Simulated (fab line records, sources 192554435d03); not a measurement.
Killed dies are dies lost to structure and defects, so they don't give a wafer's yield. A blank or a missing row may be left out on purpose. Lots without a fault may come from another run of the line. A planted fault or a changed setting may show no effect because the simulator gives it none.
Which tool did it? | flow n5_finfet | 8 lots, 24 wafers sampled, at 7 steps of a route of 1938

WHAT THE GAUGES READ, wafer by wafer
N5_SD_EPI_P_OVL_MEAS_10.
lot  | measured    | on         | SD_P_BLK_OVL (nm)
L906 | day 3 16:55 | overlay-01 | 0.6 0.6 -1.2
L907 | day 4 01:02 | overlay-02 | 0.2 1.1 0.8
L908 | day 4 05:04 | overlay-02 | -0.5 0.2 0.0
L914 | day 5 20:27 | overlay-02 | -0.6 -0.6 0.6
L920 | day 7 04:04 | overlay-01 | -1.6 -0.8 -0.5
L921 | day 7 12:58 | overlay-02 | -0.5 0.3 0.1
L924 | day 8 05:56 | overlay-02 | -0.7 -0.2 -0.1
L927 | day 8 22:44 | overlay-01 | 1.4 -0.4 0.3

N5_SD_EPI_P_INSPECT_26: inspects for defects (darkfield).
lot  | measured    | on                | raw_defect_count
L906 | day 3 21:34 | defect_inspect-01 | 272 151 209
L907 | day 4 04:50 | defect_inspect-01 | 154 141 140
L908 | day 4 08:50 | defect_inspect-02 | 177 172 185
L914 | day 6 00:15 | defect_inspect-02 | 167 1038 250
L920 | day 7 08:10 | defect_inspect-01 | 166 129 252
L921 | day 7 16:50 | defect_inspect-02 | 185 166 208
L924 | day 8 09:50 | defect_inspect-01 | 179 169 164
L927 | day 9 02:32 | defect_inspect-01 | 176 177 210

N5_SD_ACTIVATION_INSPECT_02: inspects for defects (darkfield).
lot  | measured    | on                | raw_defect_count
L906 | day 3 22:20 | defect_inspect-02 | 278 152 232
L907 | day 4 05:37 | defect_inspect-02 | 179 153 156
L908 | day 4 09:36 | defect_inspect-02 | 182 168 183
L914 | day 6 01:02 | defect_inspect-02 | 161 1068 271
L920 | day 7 08:55 | defect_inspect-02 | 184 127 272
L921 | day 7 17:36 | defect_inspect-01 | 169 158 203
L924 | day 8 10:46 | defect_inspect-01 | 183 152 165
L927 | day 9 03:19 | defect_inspect-01 | 182 178 215

N5_BEOL_M4_RC_MEAS_101.
lot  | measured     | on        | DIBL_N (mV/V)  | DIBL_P (mV/V)  | IOFF_N (nA/um)    | IOFF_P (nA/um)    | ION_N (uA/um) | ION_P (uA/um) | SS_N (mV/dec)  | SS_P (mV/dec)  | VT_N (mV)         | VT_P (mV)
L906 | day 8 20:23  | prober-02 | 33.8 33.5 33.9 | 34.7 34.5 35.1 | 0.143 0.133 0.139 | 0.199 0.186 0.199 | 667 672 663   | 461 464 464   | 71.0 71.5 70.9 | 72.4 72.5 72.8 | 250.9 250.1 250.9 | -250.0 -250.8 -250.2
L907 | day 9 18:23  | prober-02 | 36.5 35.0 36.1 | 37.3 36.3 37.1 | 0.167 0.150 0.163 | 0.198 0.182 0.197 | 677 679 680   | 461 452 462   | 70.8 71.0 71.5 | 74.3 73.0 73.2 | 249.8 252.0 248.3 | -253.7 -254.3 -251.2
L908 | day 9 21:12  | prober-01 | 36.6 35.3 37.3 | 36.6 34.7 38.1 | 0.135 0.122 0.162 | 0.175 0.159 0.214 | 670 676 685   | 456 453 469   | 71.2 70.6 71.8 | 72.8 72.6 73.6 | 253.0 253.1 251.9 | -253.4 -254.0 -250.3
L914 | day 11 07:58 | prober-02 | 38.2 37.6 36.9 | 38.8 37.3 36.6 | 0.225 0.206 0.182 | 0.247 0.217 0.209 | 690 678 682   | 467 458 458   | 71.5 71.8 71.3 | 74.1 73.2 72.6 | 242.7 244.2 246.1 | -248.1 -253.5 -251.4
L920 | day 12 12:38 | prober-02 | 33.7 37.4 35.2 | 32.6 37.8 34.0 | 0.112 0.179 0.140 | 0.168 0.235 0.181 | 658 677 664   | 463 469 458   | 71.3 71.4 71.7 | 72.2 74.2 72.9 | 254.1 249.8 250.1 | -251.2 -248.6 -250.5
L921 | day 13 14:47 | prober-01 | 36.5 36.6 36.1 | 36.9 37.0 36.0 | 0.146 0.141 0.139 | 0.178 0.178 0.168 | 671 660 674   | 459 451 457   | 70.9 70.4 71.4 | 73.0 72.9 73.4 | 250.3 250.9 249.9 | -251.8 -254.6 -253.8
L924 | day 13 17:28 | prober-02 | 36.1 36.2 35.4 | 36.0 36.6 35.8 | 0.162 0.164 0.149 | 0.183 0.187 0.176 | 675 668 669   | 454 455 452   | 71.9 72.0 71.4 | 73.0 73.8 73.1 | 250.0 248.5 250.2 | -253.1 -255.2 -256.0
L927 | day 14 22:47 | prober-02 | 35.3 35.2 35.9 | 34.3 34.4 35.3 | 0.134 0.130 0.146 | 0.219 0.216 0.240 | 657 667 678   | 466 471 477   | 71.6 71.4 71.1 | 73.2 72.1 73.7 | 252.8 249.9 251.0 | -247.0 -247.9 -244.7

WHICH TOOL RAN EACH LOT (tool, then ch and the chambers of the sampled wafers, then the start)
lot  | N5_SD_EPI_P_ETCH_36               | N5_ILD0_LINER_00                 | N5_ILD0_CMP_07
L906 | rie_diel-06 ch 0,1,2, day 3 17:00 | ald_sin-04 ch 0,1,3, day 3 22:23 | cmp-02 ch 0,2,3, day 4 01:09
L907 | rie_diel-03 ch 0,1,2, day 4 01:08 | ald_sin-02 ch 2,3, day 4 05:40   | cmp-04 ch 0,2,3, day 4 08:21
L908 | rie_diel-03 ch 2,3, day 4 05:10   | ald_sin-01 ch 0,2,3, day 4 09:40 | cmp-04 ch 0,1,3, day 4 12:28
L914 | rie_diel-03 ch 0,2,3, day 5 20:33 | ald_sin-01 ch 1,2, day 6 01:05   | cmp-04 ch 0,1,3, day 6 03:48
L920 | rie_diel-01 ch 1,2, day 7 04:10   | ald_sin-04 ch 0,2, day 7 08:57   | cmp-01 ch 0,1,2, day 7 11:38
L921 | rie_diel-06 ch 1,2,3, day 7 13:09 | ald_sin-04 ch 0,2,3, day 7 17:54 | cmp-04 ch 0,3, day 7 20:35
L924 | rie_diel-01 ch 0,2,3, day 8 06:10 | ald_sin-01 ch 0,1,2, day 8 10:54 | cmp-01 ch 0,2,3, day 8 13:35
L927 | rie_diel-06 ch 0,1,3, day 8 22:50 | ald_sin-01 ch 1,2,3, day 9 03:23 | cmp-01 ch 0,1, day 9 06:27
- N5_SD_EPI_P_ETCH_36: etches SiARC in CF4, target depth 45.5 nm, time 75.8 s.
- N5_ILD0_LINER_00: material SiNx, target thk 4 nm, pulse time 1 s, purge time 2 s.
- N5_ILD0_CMP_07: polishes SiO2 flowable, stops on poly-Si, t overpolish 1.18 s, target thk 138.88 nm.

WHAT THE TOOLS THEMSELVES READ (means of the sampled wafers that have a number; where no wafer has one, the mark that the record gives instead)
N5_SD_EPI_P_ETCH_36.
lot  | tool        | drypump_motor_current_A (A) | etch_rf_on_time_s (s) | oes_product_au (a.u.) | rf_vpp_V (V) | showerhead_plenum_p_Torr (Torr) | throttle_valve_pct (%)
L906 | rie_diel-06 | 5.8                         | 75.4                  | 0.70                  | 185.7        | 2.21                            | 15.37
L907 | rie_diel-03 | 5.4                         | 76.6                  | 0.66                  | 183.6        | 2.09                            | 15.60
L908 | rie_diel-03 | 5.6                         | 76.3                  | 0.63                  | 185.1        | 2.14                            | 15.90
L914 | rie_diel-03 | 5.5                         | 76.5                  | 0.63                  | 183.7        | 2.13                            | 15.81
L920 | rie_diel-01 | 5.7                         | 75.9                  | 0.62                  | 184.0        | 2.15                            | 15.75
L921 | rie_diel-06 | 5.7                         | 74.6                  | 0.70                  | 184.8        | 2.15                            | 15.41
L924 | rie_diel-01 | 5.5                         | 75.3                  | 0.66                  | 184.2        | 2.12                            | 15.61
L927 | rie_diel-06 | 5.5                         | 74.6                  | 0.71                  | 183.6        | 2.13                            | 15.40

N5_ILD0_LINER_00.
lot  | tool       | heater_power_w (W) | precursor_pulse_height_rel
L906 | ald_sin-04 | 892                | 1.009
L907 | ald_sin-02 | 984                | 0.975
L908 | ald_sin-01 | 784                | 1.001
L914 | ald_sin-01 | 836                | 1.001
L920 | ald_sin-04 | 835                | 1.002
L921 | ald_sin-04 | 883                | 0.975
L924 | ald_sin-01 | 825                | 1.006
L927 | ald_sin-01 | 827                | 0.999

N5_ILD0_CMP_07.
lot  | tool   | motor_current_A (A) | pad_life_wafers
L906 | cmp-02 | 12.4                | 974
L907 | cmp-04 | 12.5                | 151
L908 | cmp-04 | 12.0                | 183
L914 | cmp-04 | 12.3                | 500
L920 | cmp-01 | 12.5                | 1351
L921 | cmp-04 | 12.0                | 824
L924 | cmp-01 | 11.2                | 1550
L927 | cmp-01 | 13.1                | 1692

THE ANSWER, worked out from the rows above alone
Rule: what is usual is taken from the lots themselves. Put in order of their means at a reading, lots are off if they are a third of the lots or fewer, leave a main group of 4 or more, and stand apart from it by a gap of 3 or more times the standard deviation of the main group's means; of several such gaps the widest counts. A main group whose means are all the same, to the digits that the tables above print for the reading, isn't used. A lot without any number at a reading at which 4 lots or more have one is off too. The other lots that the step has rows for count as sound. The gauges are gone through in route order, then the tools' own readings, and for those a lot's mean is taken as printed above. The first step at which some lot is off is used, and at that step the reading that is off furthest; a lot without a number counts as furthest.
Off: L914, at N5_SD_EPI_P_INSPECT_26 (raw_defect_count). The main group: mean 180, standard deviation 18.
A tool fits if, at a process step before that reading, it ran every lot that is off, and no sound lot after the first of them. The gauges at N5_SD_EPI_P_INSPECT_26 aren't tried: what is off there is off at N5_BEOL_M4_RC_MEAS_101 too, on other tools, and a gauge's error can't cause that. One fits: rie_diel-03 at N5_SD_EPI_P_ETCH_36. Its last sound lot is L908 (day 4 05:10), its first lot that is off L914 (day 5 20:33): a fault that began between those two fits.

WHAT THE SIMULATOR HAD PUT IN
Chamber particle source: rie_diel-03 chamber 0, from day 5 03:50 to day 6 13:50, at N5_SD_EPI_P_ETCH_36. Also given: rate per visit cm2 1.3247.
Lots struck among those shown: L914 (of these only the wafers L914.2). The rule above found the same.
